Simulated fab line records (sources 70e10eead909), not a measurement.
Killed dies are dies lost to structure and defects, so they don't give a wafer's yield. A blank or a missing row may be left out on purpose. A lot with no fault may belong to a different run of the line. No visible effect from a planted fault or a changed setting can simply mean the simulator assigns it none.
Struck lot and sound lot, side by side | flow nandHarc | 14 steps out of a route of 1302
Sound: wafers L522.2, L522.3, L522.4. Wafers L537.1, L537.4, L537.5 were the ones struck. At the end, the cause is stated.
Each step with rows lists, per side, the tool, then ch with its chambers, then its first start. Under that, the readings that differ: sound wafers | struck wafers | difference of the means | sigmas: that difference in standard deviations of wafers without a fault.
alike: same words and numbers on both sides, and readings whose means sit less than 2 such deviations apart. not compared: any withheld reading, any reading some wafer has no value for, any bound like >300 that may hide the same value, and any number with overlapping values for which the record gives no deviation.
The two part at a step that has a row with sigmas, a row that says differs or no value, or rows on one side only. Numbers that don't overlap but have no deviation are shown without sigmas and don't part them. A reading that every wafer of one side lacks parts them only if that side has two wafers or more.

NHARC_A_ONON_D1_THK_MEAS_30: measures by ellipsometry.
  struck on filmMetro-02, day 15 06:12; sound on filmMetro-01, day 8 22:08
  alike: thkNm
NHARC_A_ONON_D1_DEP_33: deposits SiO2, target thk 200 nm.
  sound on pecvd-01 ch 0,2, day 8 22:16; struck on pecvd-01 ch 0,1,2, day 15 06:21
  alike: chamberPressureTorr, heaterPowerW, throttleValvePct
NHARC_A_ONON_D1_THK_MEAS_34: measures by ellipsometry.
  struck on filmMetro-02, day 15 06:41; sound on filmMetro-02, day 8 22:46
  alike: thkNm
NHARC_A_ONON_D1_INSPECT_32:
  struck on defectInspect-02, day 15 06:44; sound on defectInspect-02, day 8 22:50
  alike: rawDefectCount
NHARC_A_CHANNEL_HOLE_D1_DEP_00: deposits aC, target thk 3100 nm.
  sound on aclDep-02 ch 0, day 9 00:47; struck on aclDep-01 ch 0, day 15 06:49
  alike: throttleValvePct
NHARC_A_CHANNEL_HOLE_D1_DEP_01: deposits SiON, target thk 140 nm.
  sound on pecvd-02 ch 0,1, day 9 02:25; struck on pecvd-03 ch 0,1,2, day 15 08:47
  alike: chamberPressureTorr, heaterPowerW
then, 5 steps without rows for these wafers: NHARC_A_CHANNEL_HOLE_D1_DEHYDRATE_02 (time 120 s); NHARC_A_CHANNEL_HOLE_D1_HMDS_03 (time 30 s); NHARC_A_CHANNEL_HOLE_D1_COAT_36 (time 75 s); NHARC_A_CHANNEL_HOLE_D1_COAT_37 (time 65 s); NHARC_A_CHANNEL_HOLE_D1_COAT_04 (resist thk 90 nm).
NHARC_A_CHANNEL_HOLE_D1_SOFTBAKE_05: time 55 s.
  sound on lithoTrack-01 ch 0, day 9 02:00; struck on lithoTrack-01 ch 0, day 15 09:00
reading               | sound                | struck               | difference | sigmas
heaterPowerTotalW (W) | 188.45 188.52 188.53 | 191.94 192.01 192.33 | +3.59      | +26
next, for these wafers, 1 step has no rows: NHARC_A_CHANNEL_HOLE_D1_EBR_06.
NHARC_END_SORT_01:
  the record has rows for the sound wafers here (prober-01 ch 0, day 24 18:32) and none for the struck ones

WHERE THEY PART
At NHARC_A_CHANNEL_HOLE_D1_SOFTBAKE_05 first; at NHARC_END_SORT_01 last (within this record only).

WHY: what the simulator had put in
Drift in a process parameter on lithoTrack-01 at NHARC_A_CHANNEL_HOLE_D1_SOFTBAKE_05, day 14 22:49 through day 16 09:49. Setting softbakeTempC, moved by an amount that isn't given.
